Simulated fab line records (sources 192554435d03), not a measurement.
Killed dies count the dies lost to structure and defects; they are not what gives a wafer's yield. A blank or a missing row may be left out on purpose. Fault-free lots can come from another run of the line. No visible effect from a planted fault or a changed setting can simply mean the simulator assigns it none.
A struck lot beside a sound one / flow n5 finfet / 38 steps out of a route of 1938
Sound: these wafers, L623.3, L623.4, L623.5. Struck: wafer L627.3 (left out: L627.2, L627.5 of the same lot, which were not struck); the cause appears at the end.
For every step that has rows: the tool of each side, followed by ch and its chambers, followed by its first start. Under that, the readings that differ: sound wafers / struck wafers / difference of the means / sigmas: that difference in standard deviations of wafers without a fault.
alike: readings whose means differ by less than 2 such deviations, and words and numbers that are the same on both sides. not compared: withheld readings, readings that some wafer has no value for, bounds like >300 that may hide the same value, and numbers for which the record gives no deviation and whose values overlap.
A row with sigmas, a row that says differs or no value, or rows on one side alone: a step with any of these is where the two part. Numbers that have no deviation but don't overlap get no sigmas and don't part them. Lack of a reading on every wafer of one side parts them only where that side has two or more wafers.

first, 9 steps without rows for these wafers: N5_BEOL_M13_SOFTBAKE_23 (time 60 s); N5_BEOL_M13_EXPOSE_25 (exposes mask M13, target cd 210 nm); N5_BEOL_M13_PEB_26 (peb time 90 s); N5_BEOL_M13_DEVELOP_27 (develop time 45 s); N5_BEOL_M13_HARDBAKE_32 (time 120 s); N5_BEOL_M13_DESCUM_33 (chemistry O2, time 7.9 s); N5_BEOL_M13_ETCH_67 (etches SiARC in CF4, target depth 143 nm, time 238.3 s); N5_BEOL_M13_ETCH_68 (etches SOC in N2/H2, time 355 s); N5_BEOL_M13_STRIP_69 (strips in N2/H2).
N5_BEOL_M13_TRENCH_ETCH_34: etches SiOC in C4F8/O2/Ar, target depth 413.47 nm, time 162.6 s.
  sound on rie diel-06 ch 0,2,3, day 12 01:19; struck on rie diel-06 ch 1, day 15 04:11
reading=model.etch.depth nm (nm); sound=406.6 409.1 412.6; struck=353.9; difference=-55.5; sigmas=
  alike: drypump motor current A, oes product au, rf vpp V, showerhead plenum p Torr, throttle valve pct
  not compared: rf hours counter h
then, 1 step without rows for these wafers: N5_BEOL_M13_STRIP_70 (strips in C4F8/O2/Ar).
N5_BEOL_M13_OCD_MEAS_35:
  sound: ocd-01 at day 12 01:30; struck: ocd-01 at day 15 04:21
reading=trench depth nm (nm); sound=407 410 413; struck=354; difference=-56; sigmas=-6
then, 11 steps without rows for these wafers: N5_BEOL_M13_STRIP_37 (strips in N2/H2); N5_BEOL_M13_ETCH_38 (etches SiCN in CF4/N2, target depth 67.5 nm, time 71.9 s); N5_BEOL_M13_PRECLEAN_39 (cleans in residue remover, time 60 s); N5_BEOL_M13_SRD_40 (time 30 s, dry time 30 s); N5_BEOL_M13_DEGAS_41 (time 60 s); N5_BEOL_M13_PRE_CLEAN_42 (time 30 s); N5_BEOL_M13_SPUTTER_43 (material TaN, target thk 15 nm, time 24.19 s); N5_BEOL_M13_SPUTTER_44 (material Ta, target thk 10 nm, time 16.13 s); N5_BEOL_M13_SPUTTER_45 (material Cu, target thk 80 nm, time 13.33 s); N5_BEOL_M13_ECD_47 (material Cu, target thk 936 nm); N5_BEOL_M13_ANNEAL_48 (time 90 s).
N5_BEOL_M13_CMP_49: polishes, stops on SiOC, t overpolish 17.1 s, target thk 420 nm.
  sound on cmp-02 ch 0,1, day 12 02:45; struck on cmp-04 ch 0, day 15 08:39
reading=model.Cu_of_BEOL_M13_ECD_47.thk nm (nm); sound=413.8 415 418; struck=360.8; difference=-54.8; sigmas=
  alike: barrier field endpoint s, clearing platen down force psi, motor current A, overpolish run s
N5_BEOL_M13_THK_MEAS_50: measures by xrf.
  sound: film metro-02 at day 12 03:03; struck: film metro-02 at day 15 08:52
reading=M13_THK (nm); sound=419 421 426; struck=372; difference=-50; sigmas=-5
then, 2 steps without rows for these wafers: N5_BEOL_M13_PRE_CLEAN_52 (time 15 s); N5_BEOL_M13_DEP_53 (deposits SiCN from 3MS/NH3, target thk 50 nm, time 17.8 s).
N5_BEOL_M13_RS_MEAS_54: a four-point-probe measurement.
  sound: film metro-02 at day 12 03:11; struck: film metro-02 at day 15 09:02
reading=M13_RS (ohm/sq); sound=0.0456 0.0454 0.0451; struck=0.0525; difference=+0.0071; sigmas=+6
then, 9 steps without rows for these wafers: N5_BEOL_M14_ILD_DEP_00 (deposits SiO2 from TEOS/O2, target thk 1119.3 nm, time 237.4 s); N5_BEOL_M14_COAT_58 (time 60 s, resist thk 89 nm); N5_BEOL_M14_COAT_04 (resist thk 800 nm); N5_BEOL_M14_EBR_06; N5_BEOL_M14_SOFTBAKE_05 (time 60 s); N5_BEOL_M14_EXPOSE_07 (exposes mask V13); N5_BEOL_M14_PEB_08 (peb time 90 s); N5_BEOL_M14_DEVELOP_09 (develop time 45 s); N5_BEOL_M14_HARDBAKE_14 (time 120 s).
N5_BEOL_M15_RC_MEAS_101:
  sound on prober-01 ch 0, day 12 14:27; struck on prober-01 ch 0, day 15 22:52
reading=COMB_M10 (S/m); sound=2.57e-11 1.92e-11 1.81e-11; struck=1.37e-11; difference=-7.30e-12; sigmas=-3
reading=COMB_M13 (S/m); sound=3.3e-12 4.8e-12 5e-12; struck=7.3e-12; difference=+2.9e-12; sigmas=+3
reading=SERP_M13 (ohm/um); sound=0.308 0.306 0.311; struck=0.369; difference=+0.061; sigmas=+7
reading=SERP_M13_max_site (ohm/um); sound=0.309 0.307 0.313; struck=0.373; difference=+0.063; sigmas=+7
  alike: COMB_M11, COMB_M12, COMB_M14, COMB_M15, COMB_M15_max_site, COMB_M5, COMB_M6, COMB_M7, COMB_M8, COMB_M9, SERP_M10, SERP_M11, SERP_M12, SERP_M14, SERP_M5, SERP_M6, SERP_M7, SERP_M8, SERP_M9

== WHERE THEY PART ==
Last at N5_BEOL_M15_RC_MEAS_101 as far as this record goes, first at N5_BEOL_M13_OCD_MEAS_35.

WHY: whatever the simulator had introduced
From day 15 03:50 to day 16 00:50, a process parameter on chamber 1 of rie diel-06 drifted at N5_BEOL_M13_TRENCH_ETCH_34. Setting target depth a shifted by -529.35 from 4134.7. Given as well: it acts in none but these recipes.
